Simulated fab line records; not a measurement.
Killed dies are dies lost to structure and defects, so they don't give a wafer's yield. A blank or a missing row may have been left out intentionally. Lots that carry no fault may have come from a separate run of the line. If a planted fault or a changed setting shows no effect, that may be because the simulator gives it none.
Split-lot experiment    flow n5-finfet    39 wafers read from 7 lots, route of 1938 steps

== THE SPLIT ==
At N5_HKMG_FIN_CVD_62 (deposits a-Si from Si2H6, target thk 3 nm, time 20.8 s), the setting target-thk-a was moved away from the recipe's 30 angstrom on 18 of the 39 wafers read, by -10.4% to +14.1%. For the rest of the wafers, this setting stayed at what the recipe calls for.

The reading is taken at the split's own step.

== THE READING ==
a-Si_of_HKMG_FIN_CVD_62.thk-nm (the simulator's own value, which no gauge read), in nm, at N5_HKMG_FIN_CVD_62 (deposits a-Si from Si2H6, target thk 3 nm, time 20.8 s). There is no usual value for it anywhere in the file. Here, 21 wafers ran the recipe; their average is 3.0 nm with a standard deviation of 0.11 nm.

wafer   tool, chamber at the split  target-thk-a as run, angstrom  against the recipe  a-Si_of_HKMG_FIN_CVD_62.thk-nm, nm  against lot-mates on the recipe
L074.1  thermal-cvd-si-02, 2,1      30                             recipe              3.2                                 -
L074.4  thermal-cvd-si-02, 2,1      30                             recipe              3.2                                 -
L074.2  thermal-cvd-si-02, 0,1      34.22                          +14.1%              3.4                                 +0.3
L074.3  thermal-cvd-si-02, 0,1      34.22                          +14.1%              3.4                                 +0.3
L074.5  thermal-cvd-si-02, 2        34.22                          +14.1%              3.6                                 +0.5
L074.6  thermal-cvd-si-02, 0        30                             recipe              3                                   -
L078.2  thermal-cvd-si-02, 0        30                             recipe              3.2                                 -
L078.4  thermal-cvd-si-02, 2,0      30                             recipe              3                                   -
L078.6  thermal-cvd-si-02, 2,0      30                             recipe              3                                   -
L080.1  thermal-cvd-si-02, 2,1,0    30                             recipe              3.2                                 -
L080.3  thermal-cvd-si-02, 2,1,0    30                             recipe              3.2                                 -
L080.4  thermal-cvd-si-02, 2,1,0    30                             recipe              3.2                                 -
L080.2  thermal-cvd-si-02, 0,1      28.04                          -6.5%               2.8                                 -0.4
L080.5  thermal-cvd-si-02, 0,1      28.04                          -6.5%               2.8                                 -0.4
L080.6  thermal-cvd-si-02, 2        28.04                          -6.5%               3                                   -0.2
L081.1  thermal-cvd-si-01, 0,1,2    27.27                          -9.1%               2.8                                 -0.2
L081.2  thermal-cvd-si-01, 0,1,2    27.27                          -9.1%               2.8                                 -0.2
L081.3  thermal-cvd-si-01, 0,1,2    27.27                          -9.1%               2.8                                 -0.2
L081.4  thermal-cvd-si-01, 2,1,0    30                             recipe              3                                   -
L081.5  thermal-cvd-si-01, 2,1,0    30                             recipe              3                                   -
L081.6  thermal-cvd-si-01, 2,1,0    30                             recipe              3                                   -
L086.1  thermal-cvd-si-02, 0,1,1    33.96                          +13.2%              3.4                                 +0.4
L086.3  thermal-cvd-si-02, 0,1,1    33.96                          +13.2%              3.4                                 +0.4
L086.6  thermal-cvd-si-02, 0,1,1    33.96                          +13.2%              3.4                                 +0.4
L086.2  thermal-cvd-si-02, 2,0,2    30                             recipe              3                                   -
L086.4  thermal-cvd-si-02, 2,0,2    30                             recipe              3                                   -
L086.5  thermal-cvd-si-02, 2,0,2    30                             recipe              3                                   -
L089.1  thermal-cvd-si-01, 0        26.87                          -10.4%              2.6                                 -0.4
L089.4  thermal-cvd-si-01, 0        26.87                          -10.4%              2.6                                 -0.4
L089.2  thermal-cvd-si-01, 2,1,2    30                             recipe              3                                   -
L089.3  thermal-cvd-si-01, 2,1,2    30                             recipe              3                                   -
L089.6  thermal-cvd-si-01, 2,1,2    30                             recipe              3                                   -
L089.5  thermal-cvd-si-01, 1        26.87                          -10.4%              2.8                                 -0.2
L093.1  thermal-cvd-si-01, 1,2      30                             recipe              3                                   -
L093.5  thermal-cvd-si-01, 1,2      30                             recipe              3                                   -
L093.2  thermal-cvd-si-01, 2        32.47                          +8.2%               3                                   +0.1
L093.3  thermal-cvd-si-01, 0        32.47                          +8.2%               3.2                                 +0.3
L093.4  thermal-cvd-si-01, 0        32.47                          +8.2%               3.2                                 +0.3
L093.6  thermal-cvd-si-01, 1        30                             recipe              2.8                                 -
When a row names more than one chamber, that row covers several wafers, and the file does not tell which wafer ran in which chamber.

FIT RESULTS
A straight line over all 39 wafers: a-Si_of_HKMG_FIN_CVD_62.thk-nm changes by +0.0279 nm for each +1% of target-thk-a; r = +0.89; the points scatter about the line by 0.11 nm.
The same after taking each lot's own level away (the mean of its wafers on the recipe; 39 wafers): +0.0285 nm for each +1%; r = +0.92; scatter 0.086 nm.
Per that fit: largest target-thk-a move, reading shift of 0.4 nm.
Measured against the standard deviation above, the lots' own levels, which go from 2.93 to 3.20 nm, span 2.5 times it.
Consequently the slope shifts little with the lot-to-lot level, the two slopes agreeing.
Check: with one of the wafers moved furthest among these (+14.1%) left out of the fit, the line predicts +0.401 nm for it against its lot-mates. It came out at +0.267 nm against them.

== ADDITIONAL SPLITS CARRIED BY THESE WAFERS ==
These wafers also went through other splits before the reading. Each is held against what the fit with the lots' levels taken away leaves over:
other split on the same wafers      wafers away from the commonest value  r with a-Si_of_HKMG_FIN_CVD_62.thk-nm (lot level and that fit taken away)
N5_DUMMY_GATE_ETCH_32 time-s        15                                    -0.41
N5_DUMMY_GATE_ETCH_42 bias-w        18                                    -0.07
N5_SD_EPI_N_EPI_21 dopant-conc-cm3  15                                    +0.29
N5_HKMG_FIN_EXPOSE_46 dose-mj       15                                    -0.22

== THE FILE'S OWN FIT ==
a-Si_of_HKMG_FIN_CVD_62.thk-nm changes by +0.0283 nm for each +1% of target-thk-a, r = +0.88.
